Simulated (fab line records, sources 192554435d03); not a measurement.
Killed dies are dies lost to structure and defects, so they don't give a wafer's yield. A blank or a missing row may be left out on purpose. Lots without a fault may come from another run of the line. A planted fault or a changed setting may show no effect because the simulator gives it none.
Chamber matching | flow n5_finfet | N5_BEOL_M6_ILD_DEP_00 on pecvd-02: 3 sister chambers
The step deposits SiCOH lowk from DEMS/porogen, target thk 179.75 nm, time 33.4 s. 16 wafers are shown with their chamber, then 8 later ones without.

WAFERS WITH THEIR CHAMBER
wafer  | chamber | throttle_valve_pct (%) | showerhead_plenum_p_Torr (Torr) | heater_power_w (W)
L079.1 | 0       | 14.0                   | 5.706                           | 286
L079.4 | 2       | 13.7                   | 5.763                           | 355
L079.6 | 1       | 15.4                   | 5.757                           | 343
L081.1 | 0       | 13.7                   | 5.714                           | 319
L081.2 | 2       | 13.7                   | 5.778                           | 306
L081.6 | 2       | 13.7                   | 5.766                           | 299
L082.1 | 1       | 14.9                   | 5.767                           | 341
L082.3 | 0       | 13.8                   | 5.699                           | 309
L082.4 | 0       | 13.9                   | 5.711                           | 312
L083.2 | 2       | 13.6                   | 5.748                           | 300
L083.3 | 1       | 15.2                   | 5.763                           | 339
L083.6 | 0       | 13.8                   | 5.701                           | 315
L087.1 | 1       | 15.1                   | 5.763                           | 340
L087.2 | 0       | 13.7                   | 5.708                           | 266
L087.5 | 1       | 15.1                   | 5.766                           | 272
L092.1 | 1       | 15.2                   | 5.753                           | 285

SIGNATURES (means of the wafers above)
reading                  | chamber 0 | chamber 1 | chamber 2 | scatter within a chamber
throttle_valve_pct       | 13.817    | 15.150    | 13.675    | 0.127
showerhead_plenum_p_Torr | 5.70650   | 5.76150   | 5.76375   | 0.00769
heater_power_w           | 301.17    | 320.00    | 315.00    | 27.1
Rule: a wafer's distance from a chamber is the root of the sum, over the readings, of the square of ((its reading less the chamber's mean) divided by the reading's scatter). The wafer belongs to the nearest chamber; if the next one is less than 2 further off, it can't be placed. The scatter: the root of (the sum of the squares of (reading less its chamber's mean) over the shown wafers, divided by (wafers less chambers)).

WAFERS WITHOUT THEIR CHAMBER
wafer  | throttle_valve_pct (%) | showerhead_plenum_p_Torr (Torr) | heater_power_w (W)
L092.2 | 14.0                   | 5.757                           | 348
L092.4 | 13.8                   | 5.704                           | 292
L095.2 | 13.6                   | 5.707                           | 307
L095.5 | 13.3                   | 5.757                           | 352
L095.6 | 14.1                   | 5.715                           | 308
L096.2 | 13.7                   | 5.715                           | 341
L096.5 | 14.9                   | 5.767                           | 313
L096.6 | 13.7                   | 5.695                           | 257

WHICH CHAMBER EACH WENT THROUGH
wafer  | from the rows above | in truth
L092.2 | 2                   | 2
L092.4 | 0                   | 0
L095.2 | 0                   | 0
L095.5 | 2                   | 2
L095.6 | 0                   | 0
L096.2 | 0                   | 0
L096.5 | 1                   | 1
L096.6 | 0                   | 0
Placed correctly: 8 of 8. Can't be placed from these rows: 0. Placed wrongly: 0.
